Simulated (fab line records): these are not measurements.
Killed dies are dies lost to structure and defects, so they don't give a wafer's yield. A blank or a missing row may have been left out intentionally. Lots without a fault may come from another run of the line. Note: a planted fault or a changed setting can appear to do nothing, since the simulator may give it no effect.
Problem report in the 8D (eight disciplines) form, filled by code -- flow nand_harc -- the parts of the form that need people (team, actions taken, sign-off) are left out

## 1. WHAT WENT WRONG
At NHARC_END_SORT_01, defect_limited_yield averages 0.0 % over 4 wafers from 3 lots, while fault-free wafers read 91.1 %, standard deviation 2.8. That is -33 standard deviations from the usual mean.
Seen first at day 29 16:59 on prober-02, wafer L107.3. The record holds 10 wafers of 4 lots with a number at this step. By rule, "out" or "out of limits" means more than 4 standard deviations away from the usual mean. All remaining wafers that have a number are taken as sound.

## 2. WHAT IT IS, WHAT IT ISN'T
question,is,is not
which readings at this step,"defect_limited_yield, killed_at_array, killed_dies","killed_at_other, killed_short"
which lots,"L107, L109, L111",L106
which wafers of those lots,"L107.3, L109.2, L111.2, L111.3","L107.4, L107.5, L109.4"
read on which gauges,"prober-01, prober-02",-
when,from day 29 16:59,"up to then (0 sound wafers); but 6 sound wafers of L106, L107, L109 came after"

## 3. THE SUSPECTS, EACH WITH WHAT RULES IT OUT
Counting: if a tool at a process step up to the reading ran every lot that is out, it stays a suspect. Sound lots after the first of them don't rule it out here, since some wafers of a struck lot are sound.
- the gauge at NHARC_END_SORT_01 has been ruled out. Those wafers that are out were read across 2 gauges (prober-01, prober-02).
- ecd_cu-02 at NHARC_A_BONDPAD_ECD_18 (material Cu, target thk 400 nm): kept. It processed each lot that is out (first: L107, day 28 08:56); up to then, its last sound lot is L106 (day 28 03:06).
Left after counting: ecd_cu-02 at NHARC_A_BONDPAD_ECD_18.

## 4. THE CAUSE (what the simulator had put in)
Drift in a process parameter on ecd_cu-02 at NHARC_A_BONDPAD_ECD_18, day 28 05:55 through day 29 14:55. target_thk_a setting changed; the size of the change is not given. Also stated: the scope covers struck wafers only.
Counting left only this tool.

## 5. THE CHAIN OF EFFECTS, in route order
Each row: a reading whose mean over the struck wafers that have a number lies more than 3 standard deviations from the usual. Only readings whose record carries a usual standard deviation are examined. hours: median over the lots of the time between each lot's start at the first step of this table that gives one and its start at this step. sigmas: the change, counted in usual standard deviations.
hours,step,reading,usual,on struck wafers,change,sigmas
0,NHARC_END_SORT_01,defect_limited_yield,91.1 %,0.0,-91.1,-33
0,NHARC_END_SORT_01,killed_at_array,55,670,+614,+32
0,NHARC_END_SORT_01,killed_dies,60,677,+617,+32

## 6. HOW IT WOULD HAVE BEEN CAUGHT EARLIER
Counted from the fault's start at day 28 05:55, it took 35 hours until the first out-of-limits reading at a measuring or inspecting step in this record, taken at day 29 16:59.
An alarm limit of 4 standard deviations would not have fired on the tool readings at NHARC_A_BONDPAD_ECD_18 for which the record gives a usual standard deviation, since none of them was out on any struck wafer.
Each of the lots that are out, 3 in all, had begun NHARC_A_BONDPAD_ECD_18 on ecd_cu-02 no later than day 29 16:59. Holding the tool at that point would not have protected any of them.
